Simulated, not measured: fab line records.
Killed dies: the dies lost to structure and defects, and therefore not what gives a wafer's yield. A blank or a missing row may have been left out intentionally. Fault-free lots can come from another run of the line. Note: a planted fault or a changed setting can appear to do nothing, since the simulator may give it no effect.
fab line records    flow nandHarc    part 1 of 2: steps 1 to 4 of 6
record lots=24  wafers=72  lastDay=34
route steps=1302 shown A_STAIRCASE@812
lots that met no fault: taken from a fault-free run of the same line
startH: the number of hours between the record's first day and the start of the first shown wafer of the lot    waitH: hours since the lot's step before    " repeats the value in the row above    L1.1+2: one row covering several wafers at once    - value missing, or start not given    * or withheld: withheld    < > ~ a bound
route shown NAME@n: NAME is a module with steps in the file, n the number in the route of the first one    usual: mean/standard deviation of fault-free wafers    same: alike in all rows    chamber/n: place in a boat    sites: readings site by site    _std_site: the standard deviation of these    _edge_site: inner sites' mean taken away from outer sites' mean    radiusMm: for every site, how far away it sits from the centre of the wafer    mask NAME#n: copy n    behind: the tool/chamber that last shaped the wafer    hold: why the lot was held/for how many hours/how that ended    device: names the non-switching transistor (n, p or np)    end of line: the tests these same wafers got at the end of their route    a step with no rows: only its recipe    killed: not the wafer's yield, but the dies lost to structure and defects at the first sort    map: a wafer's dies, marking killed ones x, the rest . and places with no die _
set.NAME: the setting as run; set.NAME@STEP: as run at that earlier step    model.NAME: the simulator's own value behind a step, which no gauge read
one table for each step of the route and one row for each wafer, over a sample of lots
services: from which hour (startH, from the record's first day; less than 0 if before it) a tool's chamber was out of use, for how many hours, and why
## steps
# step NHARC_A_STAIRCASE_ETCH_294
# recipe targetDepthA=49890  timeS=1211.6  ionEnergyEv=800  c4f8FlowSccm=80  o2FlowSccm=60  arFlowSccm=withheld  rfW=600  biasW=3000  chemistry=C4F8/O2/Ar
# usual oesProductAu=0.936/0.019  rfVppV=1826/11
lot.wafer  tool        chamber  startH  waitH  oesProductAu  rfHoursCounterH  rfVppV
L074.1     rieDiel-03  3        -       -      0.938         35               1840
L074.2     "           1        "       "      0.913         34               1808
L074.6     "           0        "       "      0.942         -                1819
L075.2     rieDiel-03  2        -       -      0.941         38               1815
L075.1     "           1        "       "      0.912         37               1808
L075.6     "           3        "       "      0.929         -                1841
L076.3     rieDiel-13  3        -       -      0.944         15               1810
L076.4     "           1        "       "      0.922         12               1845
L076.5     "           3        "       "      0.947         -                1811
L077.2     rieDiel-12  3        -       -      0.938         42               1831
L077.1     "           0        "       "      0.946         45               1834
L077.4     "           0        "       "      0.933         -                1834
L078.2     rieDiel-13  0        -       -      0.920         18               1834
L078.6     "           0        "       "      0.927         -                1833
L078.5     "           1        "       "      0.924         -                1846
L080.4     rieDiel-13  0        -       -      0.927         21               1833
L080.2     "           1        "       "      0.918         20               1845
L080.6     "           0        "       "      0.919         -                1832
L079.3     rieDiel-12  0        -       -      0.951         48               1834
L079.2     "           1        "       "      0.949         38               1814
L079.4     "           3        "       "      0.956         45               1829
L081.1     rieDiel-13  2        440.13  -      1.008         27               1825
L081.6     "           0        "       "      0.993         -                1832
L081.5     "           2        "       "      1.009         -                1825
L082.1     rieDiel-13  3        -       -      0.944         43               1808
L082.4     "           2        "       "      0.941         39               1825
L082.5     "           0        "       "      0.929         -                1831
L083.1     rieDiel-12  3        -       -      0.926         5                1830
L083.3     "           0        "       "      0.948         5                1833
L083.5     "           1        "       "      0.927         -                1814
L084.2     rieDiel-13  2        -       -      0.943         47               1823
L084.5     "           2        "       "      0.944         -                1826
L084.6     "           3        "       "      0.935         -                1809
L085.2     rieDiel-12  3        -       -      0.922         10               1830
L085.3     "           0        "       "      0.937         12               1833
L085.5     "           2        "       "      0.922         -                1819
L086.4     rieDiel-12  3        -       -      0.925         11               1829
L086.2     "           0        "       "      0.935         13               1832
L086.5     "           3        "       "      0.929         -                1830
L087.1     rieDiel-13  0        -       -      0.923         55               1831
L087.2     "           2        "       "      0.941         54               1824
L087.5     "           3        "       "      0.921         -                1809
L088.4     rieDiel-03  2        -       -      0.931         11               1814
L088.3     "           3        "       "      0.910         12               1838
L088.1     "           0        "       "      0.957         12               1821
L090.3     rieDiel-03  3        -       -      0.929         28               1839
L090.1     "           0        "       "      0.942         24               1819
L090.5     "           3        "       "      0.924         -                1839
L089.1     rieDiel-12  2        -       -      0.911         26               1818
L089.6     "           2        "       "      0.920         -                1819
L089.5     "           3        "       "      0.942         -                1830
L091.4     rieDiel-12  1        -       -      0.910         32               1813
L091.6     "           2        "       "      0.907         -                1817
L091.5     "           3        "       "      0.939         -                1828
L093.2     rieDiel-13  3        -       -      0.921         16               1846
L093.5     "           0        "       "      0.950         -                1830
L093.6     "           1        "       "      0.927         -                1844
L092.3     rieDiel-13  3        -       -      0.918         19               1846
L092.1     "           0        "       "      0.939         17               1832
L092.5     "           3        "       "      0.926         -                1847
L094.2     rieDiel-12  3        -       -      0.941         40               1827
L094.3     "           0        "       "      0.942         36               1831
L094.5     "           3        "       "      0.942         -                1829
L096.1     rieDiel-12  1        -       -      0.934         42               1812
L096.4     "           2        "       "      0.924         39               1817
L096.6     "           1        "       "      0.927         -                1813
L097.3     rieDiel-13  1        -       -      0.930         21               1844
L097.4     "           2        "       "      0.938         23               1823
L097.2     "           3        "       "      0.933         26               1847
L095.4     rieDiel-03  2        -       -      0.923         43               1813
L095.1     "           0        "       "      0.947         40               1818
L095.6     "           2        "       "      0.924         -                1813
# step NHARC_A_STAIRCASE_ETCHBACK_416
# recipe targetDepthA=360  timeS=7.2  c4f8FlowSccm=withheld  o2FlowSccm=8  arFlowSccm=withheld  rfW=600  biasW=800  chemistry=C4F8/O2/Ar
# usual oesProductAu=0.924/0.012  rfVppV=723/5.1
lot.wafer  tool        chamber  startH  waitH  oesProductAu  rfHoursCounterH  rfVppV
L074.1     rieDiel-03  1        -       -      0.914         38               715
L074.2     "           2        "       "      0.916         39               719
L074.6     "           1        "       "      0.901         -                717
L075.1     rieDiel-13  0        -       -      0.917         15               727
L075.2     "           2        "       "      0.926         18               723
L075.6     "           0        "       "      0.924         -                726
L076.3     rieDiel-13  3        -       -      0.931         21               716
L076.4     "           0        "       "      0.922         17               726
L076.5     "           2        "       "      0.932         -                723
L077.2     rieDiel-13  3        418.79  2.5    0.919         23               716
L077.4     "           1        "       "      0.914         20               730
L077.1     "           2        "       "      0.932         22               723
L078.2     rieDiel-13  1        -       -      0.914         20               731
L078.5     "           1        "       "      0.916         -                730
L078.6     "           2        "       "      0.924         -                723
L079.2     rieDiel-03  2        -       -      0.920         55               718
L079.3     "           0        "       "      0.950         53               720
L079.4     "           1        "       "      0.919         51               715
L080.4     rieDiel-13  1        431.28  2.6    0.913         21               730
L080.2     "           2        "       "      0.936         24               723
L080.6     "           3        "       "      0.931         -                717
L081.1     rieDiel-03  3        -       -      0.939         63               729
L081.5     "           1        "       "      0.910         -                715
L081.6     "           2        "       "      0.915         -                718
L083.1     rieDiel-03  0        -       -      0.939         3                721
L083.3     "           1        "       "      0.935         4                732
L083.5     "           3        "       "      0.919         -                728
L082.1     rieDiel-13  1        -       -      0.914         33               732
L082.4     "           3        "       "      0.929         51               717
L082.5     "           2        "       "      0.930         -                722
L084.2     rieDiel-03  3        -       -      0.919         5                727
L084.6     "           3        "       "      0.933         -                729
L084.5     "           0        "       "      0.957         -                720
L085.3     rieDiel-03  0        -       -      0.953         7                721
L085.2     "           1        "       "      0.933         7                731
L085.5     "           0        "       "      0.946         -                721
L086.2     rieDiel-13  2        -       -      0.932         53               722
L086.4     "           1        "       "      0.913         42               730
L086.5     "           2        "       "      0.936         -                722
L087.2     rieDiel-03  2        -       -      0.918         18               718
L087.1     "           3        "       "      0.916         18               729
L087.5     "           1        "       "      0.931         -                730
L088.3     rieDiel-03  2        -       -      0.915         18               718
L088.4     "           3        "       "      0.920         19               727
L088.1     "           1        "       "      0.930         16               731
L090.3     rieDiel-12  2        -       -      0.917         29               721
L090.1     "           0        "       "      0.934         30               723
L090.5     "           1        "       "      0.921         -                719
L089.1     rieDiel-12  0        -       -      0.934         31               726
L089.5     "           0        "       "      0.937         -                726
L089.6     "           1        "       "      0.912         -                717
L091.4     rieDiel-03  0        -       -      0.936         28               719
L091.5     "           1        "       "      0.917         -                730
L091.6     "           2        "       "      0.914         -                718
L093.2     rieDiel-12  3        -       -      0.933         40               725
L093.5     "           1        "       "      0.921         -                719
L093.6     "           2        "       "      0.910         -                721
L092.1     rieDiel-03  3        -       -      0.928         34               728
L092.3     "           0        "       "      0.939         35               718
L092.5     "           1        "       "      0.933         -                731
L094.2     rieDiel-12  3        -       -      0.930         42               724
L094.3     "           0        "       "      0.922         39               726
L094.5     "           1        "       "      0.909         -                717
L096.1     rieDiel-12  2        -       -      0.905         41               720
L096.4     "           3        "       "      0.915         45               724
L096.6     "           2        "       "      0.895         -                719
L097.3     rieDiel-13  1        -       -      0.912         22               730
L097.2     "           2        "       "      0.933         24               722
L097.4     "           0        "       "      0.945         25               727
L095.1     rieDiel-13  1        -       -      0.909         25               729
L095.6     "           3        "       "      0.920         -                729
L095.4     "           1        "       "      0.921         -                729
# step NHARC_A_STAIRCASE_STRIP_476
# recipe timeS=20  o2FlowSccm=500  arFlowSccm=0  biasW=0  chemistry=O2
# usual drypumpMotorCurrentA=6.0/0.33  oesProductAu=0.999/0.013  rfVppV=57.7/1  showerheadPlenumPTorr=3.53/0.17  throttleValvePct=17.037/0.0093
lot.wafer  tool        chamber  startH  waitH  drypumpMotorCurrentA  oesProductAu  rfHoursCounterH  rfVppV  showerheadPlenumPTorr  throttleValvePct
L074.1     rieDiel-03  1        390.50  0.1    6.2                   1.002         38               57.8    3.27                   17.032
L074.2     "           3        "       "      5.9                   1.016         40               57.5    3.71                   17.027
L074.6     "           1        "       "      6.2                   0.993         -                57.3    3.28                   17.054
L075.1     rieDiel-13  0        402.15  0.1    6.3                   0.996         16               58.7    3.61                   17.041
L075.2     "           2        "       "      6.5                   0.996         18               57.4    3.51                   17.048
L075.6     "           0        "       "      6.3                   0.996         -                58.7    3.61                   17.051
L076.4     rieDiel-13  3        407.66  0.2    5.6                   1.010         21               57.4    3.30                   17.034
L076.3     "           1        "       "      6.4                   0.991         16               58.3    3.80                   17.046
L076.5     "           2        "       "      6.5                   1.013         -                57.0    3.51                   17.036
L077.4     rieDiel-13  2        418.89  0.1    6.5                   1.000         22               56.3    3.51                   17.036
L077.2     "           3        "       "      5.6                   1.003         23               57.8    3.30                   17.042
L077.1     "           0        "       "      6.4                   0.989         21               58.1    3.61                   17.033
L078.2     rieDiel-13  1        420.06  0.1    6.5                   0.996         20               58.7    3.80                   17.029
L078.5     "           2        "       "      6.5                   0.998         -                57.8    3.51                   17.032
L078.6     "           3        "       "      5.6                   0.994         -                56.3    3.30                   17.041
L079.3     rieDiel-03  3        431.32  0.1    5.9                   1.006         57               58.5    3.71                   17.041
L079.4     "           0        "       "      6.2                   1.020         53               57.0    3.44                   17.045
L079.2     "           2        "       "      6.0                   1.007         55               58.2    3.37                   17.026
L080.2     rieDiel-13  0        431.35  0.1    6.3                   0.985         23               58.2    3.61                   17.050
L080.4     "           2        "       "      6.5                   1.010         24               58.0    3.51                   17.039
L080.6     "           1        "       "      6.4                   0.968         -                59.1    3.80                   17.045
L081.1     rieDiel-03  3        449.63  0.1    5.9                   1.005         63               57.3    3.70                   17.040
L081.6     "           2        "       "      6.0                   0.996         -                57.2    3.37                   17.044
L081.5     "           3        "       "      5.9                   1.008         -                59.8    3.70                   17.044
L083.3     rieDiel-03  1        478.57  0.1    6.2                   1.007         4                58.5    3.81                   17.043
L083.1     "           3        "       "      5.9                   0.985         3                57.8    3.70                   17.036
L083.5     "           2        "       "      6.0                   1.004         -                57.4    3.36                   17.047
L082.4     rieDiel-13  3        479.23  0.1    5.6                   1.007         51               55.6    3.29                   17.044
L082.1     "           1        "       "      6.5                   0.982         33               59.0    3.79                   17.044
L082.5     "           3        "       "      5.6                   1.007         -                56.4    3.29                   17.024
L084.2     rieDiel-03  3        491.16  0.1    5.9                   0.977         5                57.7    3.70                   17.040
L084.5     "           2        "       "      6.0                   0.986         -                55.1    3.36                   17.035
L084.6     "           3        "       "      5.9                   0.992         -                57.8    3.70                   17.050
L085.3     rieDiel-03  0        496.81  0.1    6.2                   1.031         7                57.5    3.43                   17.052
L085.2     "           1        "       "      6.2                   1.014         7                58.0    3.80                   17.036
L085.5     "           3        "       "      5.9                   0.984         -                56.2    3.70                   17.027
L086.4     rieDiel-13  2        502.80  0.1    6.5                   1.014         53               58.0    3.49                   17.044
L086.2     "           0        "       "      6.3                   0.996         54               59.2    3.59                   17.043
L086.5     "           2        "       "      6.5                   1.006         -                57.1    3.49                   17.040
L087.2     rieDiel-03  2        527.26  0.1    6.0                   0.996         18               57.9    3.36                   17.027
L087.1     "           0        "       "      6.2                   1.026         17               57.3    3.43                   17.033
L087.5     "           1        "       "      6.2                   1.010         -                58.4    3.80                   17.040
L088.1     rieDiel-03  2        527.63  0.1    6.0                   0.993         18               57.4    3.36                   17.036
L088.4     "           3        "       "      5.9                   1.005         19               56.9    3.69                   17.036
L088.3     "           0        "       "      6.1                   1.034         17               58.4    3.43                   17.036
L090.3     rieDiel-12  3        557.41  0.1    5.7                   1.006         33               57.7    3.55                   17.049
L090.1     "           0        "       "      6.0                   0.996         30               55.7    3.59                   17.030
L090.5     "           1        "       "      5.8                   0.988         -                60.4    3.34                   17.023
L089.1     rieDiel-12  1        559.54  0.1    5.7                   0.985         34               58.2    3.34                   17.025
L089.5     "           1        "       "      5.7                   0.977         -                56.1    3.34                   17.016
L089.6     "           2        "       "      5.4                   0.978         -                57.3    3.41                   17.043
L091.4     rieDiel-03  1        566.94  0.1    6.2                   0.989         27               58.6    3.79                   17.048
L091.5     "           2        "       "      6.0                   0.996         -                57.5    3.35                   17.040
L091.6     "           3        "       "      5.9                   0.987         -                58.2    3.68                   17.036
L093.2     rieDiel-12  0        577.31  0.1    6.1                   1.012         37               57.7    3.59                   17.032
L093.6     "           3        "       "      5.7                   1.008         -                57.1    3.54                   17.046
L093.5     "           0        "       "      6.1                   1.012         -                60.3    3.59                   17.042
L092.1     rieDiel-03  3        580.89  0.1    5.9                   1.010         34               58.6    3.68                   17.024
L092.3     "           0        "       "      6.2                   1.025         35               57.7    3.42                   17.034
L092.5     "           2        "       "      6.0                   0.986         -                58.2    3.34                   17.034
L094.2     rieDiel-12  0        584.56  0.1    6.1                   1.012         39               57.4    3.59                   17.033
L094.3     "           1        "       "      5.7                   0.988         41               57.7    3.34                   17.033
L094.5     "           2        "       "      5.4                   0.995         -                58.9    3.40                   17.047
L096.4     rieDiel-12  2        606.42  0.1    5.4                   0.984         41               57.0    3.40                   17.045
L096.1     "           0        "       "      6.1                   0.997         41               57.4    3.59                   17.024
L096.6     "           1        "       "      5.7                   0.994         -                57.4    3.34                   17.048
L097.4     rieDiel-13  1        609.02  0.1    6.5                   0.987         22               56.8    3.77                   17.046
L097.2     "           2        "       "      6.5                   1.001         24               56.5    3.48                   17.031
L097.3     "           3        "       "      5.6                   0.984         27               58.7    3.79                   17.026
L095.1     rieDiel-13  1        616.58  0.2    6.4                   0.986         25               58.3    3.77                   17.050
L095.6     "           3        "       "      5.6                   0.996         -                59.6    3.79                   17.038
L095.4     "           1        "       "      6.4                   0.989         -                57.6    3.77                   17.034
# step NHARC_A_STAIRCASE_ETCHBACK_422
# recipe targetDepthA=400  overEtchFrac=0.3  timeS=74.286  ionEnergyEv=120  ch3fFlowSccm=50  o2FlowSccm=30  arFlowSccm=200  rfW=500  biasW=100  chemistry=CH3F/O2
# usual drypumpMotorCurrentA=5.9/0.33  oesProductAu=0.96/0.038  rfVppV=244.3/1.7  showerheadPlenumPTorr=2.46/0.11  throttleValvePct=20.663/0.0084
lot.wafer  tool        chamber  startH  waitH  drypumpMotorCurrentA  oesProductAu  rfHoursCounterH  rfVppV  showerheadPlenumPTorr  throttleValvePct
L074.2     rieDiel-12  3        439.30  0.1    5.7                   0.94          54               246.3   2.49                   20.667
L074.1     "           0        "       "      6.0                   0.94          57               245.6   2.52                   20.668
L074.6     "           3        "       "      5.7                   0.95          -                244.0   2.49                   20.670
L075.1     rieDiel-12  2        439.58  0.1    5.4                   1.01          52               243.6   2.38                   20.659
L075.2     "           3        "       "      5.7                   1.02          54               244.5   2.49                   20.656
L075.6     "           2        "       "      5.4                   1.01          -                243.3   2.38                   20.662
L076.3     rieDiel-03  3        454.23  0.1    5.9                   0.93          64               245.4   2.58                   20.666
L076.4     "           0        "       "      6.2                   0.95          60               243.5   2.39                   20.658
L076.5     "           3        "       "      5.9                   0.94          -                244.8   2.58                   20.660
L077.1     rieDiel-12  2        463.45  0.2    5.4                   1.00          4                243.7   2.38                   20.662
L077.4     "           0        "       "      6.1                   1.01          4                245.5   2.52                   20.660
L077.2     "           1        "       "      5.7                   0.99          4                244.2   2.34                   20.654
L078.2     rieDiel-12  2        463.60  0.2    5.4                   0.99          4                243.0   2.38                   20.651
L078.5     "           1        "       "      5.7                   0.99          -                243.5   2.34                   20.657
L078.6     "           2        "       "      5.4                   0.98          -                241.6   2.38                   20.665
L080.4     rieDiel-03  3        475.55  0.2    5.9                   0.99          3                245.3   2.58                   20.650
L080.2     "           0        "       "      6.2                   1.03          3                243.0   2.39                   20.656
L080.6     "           1        "       "      6.2                   1.00          -                247.3   2.66                   20.659
L079.4     rieDiel-03  0        475.81  0.1    6.2                   1.03          3                243.0   2.39                   20.670
L079.3     "           1        "       "      6.2                   1.01          3                245.8   2.66                   20.677
L079.2     "           3        "       "      5.9                   0.99          3                246.1   2.58                   20.666
L081.1     rieDiel-12  2        494.64  0.1    5.4                   1.00          12               242.7   2.38                   20.665
L081.5     "           2        "       "      5.4                   0.99          -                243.3   2.38                   20.667
L081.6     "           0        "       "      6.1                   1.01          -                244.7   2.51                   20.666
L082.4     rieDiel-12  1        525.35  0.1    5.7                   0.93          22               242.5   2.33                   20.648
L082.1     "           2        "       "      5.4                   0.92          16               243.3   2.38                   20.663
L082.5     "           2        "       "      5.4                   0.92          -                241.4   2.38                   20.657
L083.1     rieDiel-12  1        527.13  0.1    5.7                   1.01          23               243.3   2.33                   20.660
L083.3     "           2        "       "      5.4                   0.92          17               243.8   2.38                   20.653
L083.5     "           0        "       "      6.1                   1.01          -                245.1   2.51                   20.668
L084.2     rieDiel-12  2        536.84  0.1    5.4                   0.97          20               242.8   2.37                   20.676
L084.5     "           1        "       "      5.7                   0.98          -                242.5   2.33                   20.655
L084.6     "           2        "       "      5.4                   0.97          -                244.2   2.37                   20.670
L086.2     rieDiel-12  2        545.23  0.2    5.4                   0.91          24               243.1   2.37                   20.669
L086.4     "           3        "       "      5.7                   0.93          28               244.8   2.48                   20.663
L086.5     "           1        "       "      5.7                   0.90          -                241.9   2.33                   20.649
L085.2     rieDiel-12  1        546.07  0.1    5.8                   0.99          30               243.6   2.33                   20.668
L085.3     "           2        "       "      5.4                   0.99          24               242.7   2.37                   20.668
L085.5     "           2        "       "      5.4                   0.99          -                242.6   2.37                   20.653
L088.1     rieDiel-13  3        574.43  0.1    5.6                   0.98          19               246.7   2.65                   20.660
L088.3     "           0        "       "      6.3                   1.02          17               245.6   2.50                   20.687
L088.4     "           1        "       "      6.5                   0.99          16               247.1   2.64                   20.658
L087.2     rieDiel-13  2        575.29  0.1    6.5                   1.01          18               242.5   2.42                   20.676
L087.1     "           3        "       "      5.6                   1.00          20               246.7   2.65                   20.664
L087.5     "           3        "       "      5.6                   1.00          -                247.3   2.65                   20.663
L090.3     rieDiel-13  1        608.82  0.2    6.5                   0.92          22               246.3   2.63                   20.657
L090.1     "           3        "       "      5.6                   0.93          27               247.4   2.65                   20.662
L090.5     "           1        "       "      6.4                   0.92          -                246.9   2.63                   20.670
L089.1     rieDiel-12  1        611.68  0.2    5.7                   0.91          46               244.0   2.32                   20.687
L089.5     "           2        "       "      5.4                   0.90          -                242.8   2.37                   20.677
L089.6     "           3        "       "      5.7                   0.93          -                245.9   2.47                   20.656
L091.4     rieDiel-12  1        617.38  0.1    5.7                   0.92          47               241.8   2.32                   20.673
L091.5     "           1        "       "      5.7                   0.92          -                242.7   2.32                   20.660
L091.6     "           2        "       "      5.4                   0.92          -                242.4   2.37                   20.656
L093.2     rieDiel-13  0        624.78  0.2    6.3                   0.94          26               244.5   2.49                   20.661
L093.6     "           3        "       "      5.6                   0.91          -                247.1   2.65                   20.666
L093.5     "           0        "       "      6.3                   0.94          -                243.6   2.49                   20.665
L094.2     rieDiel-13  1        625.01  0.2    6.4                   0.91          30               246.7   2.63                   20.663
L094.3     "           3        "       "      5.5                   0.92          34               246.4   2.65                   20.647
L094.5     "           1        "       "      6.4                   0.91          -                246.3   2.63                   20.674
L092.1     rieDiel-03  3        625.84  0.1    5.9                   0.92          56               245.4   2.56                   20.665
L092.3     "           2        "       "      6.0                   0.92          60               242.6   2.32                   20.657
L092.5     "           3        "       "      5.9                   0.93          -                247.8   2.56                   20.665
L097.2     rieDiel-03  0        654.75  0.1    6.2                   1.03          5                242.1   2.37                   20.678
L097.3     "           1        "       "      6.2                   0.98          5                246.2   2.64                   20.663
L097.4     "           2        "       "      6.0                   0.98          4                241.1   2.32                   20.676
L096.1     rieDiel-13  0        654.91  0.2    6.3                   0.95          37               245.5   2.49                   20.650
L096.4     "           1        "       "      6.4                   0.91          41               248.4   2.63                   20.657
L096.6     "           3        "       "      5.6                   0.93          -                245.8   2.64                   20.662
L095.1     rieDiel-03  1        659.15  0.1    6.2                   0.98          7                245.8   2.63                   20.669
L095.4     "           3        "       "      5.9                   1.00          5                245.3   2.55                   20.665
L095.6     "           1        "       "      6.2                   0.98          -                246.5   2.63                   20.672
